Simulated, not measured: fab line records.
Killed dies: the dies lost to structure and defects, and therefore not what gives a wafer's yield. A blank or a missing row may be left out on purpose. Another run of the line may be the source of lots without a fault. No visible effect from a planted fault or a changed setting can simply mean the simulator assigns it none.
Code-filled problem report in 8D (eight disciplines) form || flow nand-harc || the parts of the form that need people (team, actions taken, sign-off) are left out

== 1. THE ISSUE ==
Wafers without a fault read 1.000 a.u., standard deviation 0.0073; oes-product-au at NHARC_P_STI_ETCH_42 reads a mean of 0.841 a.u. on 3 wafers belonging to 3 lots. That puts it -22 standard deviations away from the usual mean.
The step: etches the open film in N2/H2, target depth 80 nm, overetch 24 nm, time 61 s.
Seen first at day 6 17:22 on rie-diel-05, wafer L713.1. Wafers with a number at this step in the record: 39, from 14 lots. The rule behind "out" and "out of limits": a value lying over 4 standard deviations away from the usual mean. The rest of the wafers with a number are treated as sound.

== 2. WHAT IT IS; WHAT IT IS NOT ==
{"question": "which readings at this step", "is": "oes-product-au", "is not": "drypump-motor-current-A, mfc-ar-sccm, rf-vpp-V, showerhead-plenum-p-Torr, throttle-valve-pct"}
{"question": "which lots", "is": "L713, L714, L715", "is not": "L696, L697, L699, L701, L702, L703, L704, L706, L707, L709, L718"}
{"question": "which wafers of those lots", "is": "L713.1, L714.5, L715.5", "is not": "L713.3, L714.2, L715.3"}
{"question": "read on which tools", "is": "rie-diel-05", "is not": "rie-diel-08, rie-diel-12"}
{"question": "when", "is": "from day 6 17:22", "is not": "up to then (31 sound wafers); but 5 sound wafers of L714, L715, L718 came after"}

== 3. WHAT RULES OUT EACH SUSPECT ==
Counting: if a tool at a process step up to the reading ran every lot that is out, it stays a suspect. Sound lots after the first of them don't rule it out here, since some wafers of a struck lot are sound.
- rie-diel-05 at NHARC_P_STI_ETCH_42 (etches the open film in N2/H2, target depth 80 nm, overetch 24 nm, time 61 s): kept. Ran every lot that is out, first one L713 (day 6 17:22); last sound lot up to then L706 (day 4 23:10). Its own oes-product-au readings are out on those wafers.
- Within rie-diel-05 at NHARC_P_STI_ETCH_42: the wafers that are out ran in chambers 1, 2; their sound lot-mates ran in chambers 0, 3.
The count leaves rie-diel-05 at NHARC_P_STI_ETCH_42.

== 4. THE CAUSE (what the simulator had put in) ==
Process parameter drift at NHARC_P_STI_ETCH_42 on rie-diel-05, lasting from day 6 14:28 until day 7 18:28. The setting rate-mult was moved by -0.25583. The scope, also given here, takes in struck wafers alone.
Only this tool survived the counting.

== 5. THE CHAIN OF EFFECTS, in route order ==
Each row: a reading where the mean over the struck wafers with a number is more than 3 standard deviations away from the usual. Only readings whose record carries a usual standard deviation are examined. hours: median over the lots of the time between each lot's start at the first step of this table that gives one and its start at this step. sigmas: the change, counted in usual standard deviations.
{"hours": 0, "step": "NHARC_P_STI_ETCH_42", "reading": "oes-product-au", "usual": "1.000 a.u.", "on struck wafers": 0.841, "change": -0.159, "sigmas": -22}
Process steps it contains:
- NHARC_P_STI_ETCH_42: etches the open film in N2/H2, target depth 80 nm, overetch 24 nm, time 61 s.
Later steps that measure or inspect, where all struck wafers having a row at the step show a number for every such reading and not one has moved that far: NHARC_P_GATE_CD_MEAS_26.

== 6. HOW IT WOULD HAVE BEEN CAUGHT EARLIER ==
In this record no reading fell out of limits until day 6 17:22, 3 hours after the fault had begun at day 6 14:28.
